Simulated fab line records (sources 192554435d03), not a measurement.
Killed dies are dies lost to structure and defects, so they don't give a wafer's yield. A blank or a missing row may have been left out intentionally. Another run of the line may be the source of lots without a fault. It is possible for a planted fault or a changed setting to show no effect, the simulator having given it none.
Problem report, 8D (eight disciplines) form, completed by code	flow n5_finfet	the parts of the form that need people (team, actions taken, sign-off) are left out

== 1. WHAT IS WRONG ==
Mean of bias_w at N5_BEOL_M14_TRENCH_ETCH_34: 1854 W over 2 wafers from 1 lot, against 2040 W (standard deviation 6.1) on wafers with no fault. Measured from the usual mean, that is -30 standard deviations.
The step: etches SiO2 in C4F8/O2/Ar, target depth 556.65 nm, time 126.9 s.
The first sign was on wafer L190.2 at day 15 10:09, on rie_diel-02. At this step, 30 wafers from 10 lots have a number in the record. The rule behind "out" and "out of limits": a value lying over 4 standard deviations away from the usual mean. Any other wafer with a number is counted as sound.

== 2. WHAT IT IS; WHAT IT IS NOT ==
question	is	is not
which readings at this step	bias_w	drypump_motor_current_A, oes_product_au, throttle_valve_pct
which lots	L190	L175, L177, L180, L182, L184, L192, L193, L195, L196
which wafers of those lots	L190.2, L190.6	L190.1
read on which tools	rie_diel-02	rie_diel-03, rie_diel-05
when	from day 15 10:09	up to then (16 sound wafers); but 12 sound wafers of L192, L193, L195, L196 came after

== 3. THE SUSPECTS, EACH WITH WHAT RULES IT OUT ==
Counting: any tool at a process step up to the reading remains a suspect provided it ran every lot that is out. Sound lots after the first of them don't rule it out here, since some wafers of a struck lot are sound.
- rie_diel-02 at N5_BEOL_M14_ETCH_67 (etches SiARC in CF4, target depth 143 nm, time 238.3 s): kept. It ran the lot that is out, L190 (day 15 09:44); its last sound lot up to then is L180 (day 12 23:35).
- rie_diel-02 at N5_BEOL_M14_TRENCH_ETCH_34 (etches SiO2 in C4F8/O2/Ar, target depth 556.65 nm, time 126.9 s): kept. It ran the lot that is out, L190 (day 15 10:09); its last sound lot up to then is L180 (day 13 00:01). Its own readings are out on those wafers: bias_w.
- Within rie_diel-02 at N5_BEOL_M14_ETCH_67: the wafers that are out ran in chamber 0; their sound lot-mates ran in chamber 2.
- Within rie_diel-02 at N5_BEOL_M14_TRENCH_ETCH_34: the wafers that are out ran in chamber 0; their sound lot-mates ran in chamber 2.
Remaining after the count are rie_diel-02 at N5_BEOL_M14_ETCH_67 and rie_diel-02 at N5_BEOL_M14_TRENCH_ETCH_34.

== 4. THE CAUSE (what the simulator had put in) ==
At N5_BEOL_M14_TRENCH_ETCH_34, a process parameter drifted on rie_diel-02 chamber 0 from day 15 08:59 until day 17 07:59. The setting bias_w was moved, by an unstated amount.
After counting, 2 suspects remain, this tool included.

== 5. THE CHAIN OF EFFECTS, in route order ==
One row per reading whose mean, taken over the struck wafers that have a number, lies over 3 standard deviations from the usual. Readings are gone through only where the record gives a usual standard deviation; hours: the median, over the lots, of the time from a lot's start at the first step in this table giving one to that lot's start at this step; sigmas: the change measured in usual standard deviations.
hours	step	reading	usual	on struck wafers	change	sigmas
0	N5_BEOL_M14_TRENCH_ETCH_34	bias_w	2040 W	1854	-186	-30
0	N5_BEOL_M14_TRENCH_ETCH_34	rf_vpp_V	2223 V	2090	-133	-3.2
Its process steps:
- N5_BEOL_M14_TRENCH_ETCH_34: etches SiO2 in C4F8/O2/Ar, target depth 556.65 nm, time 126.9 s.

== 6. HOW IT WOULD HAVE BEEN CAUGHT EARLIER ==
In this record the first reading out of limits was taken at day 15 10:09, 1 hour after the fault began at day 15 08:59.
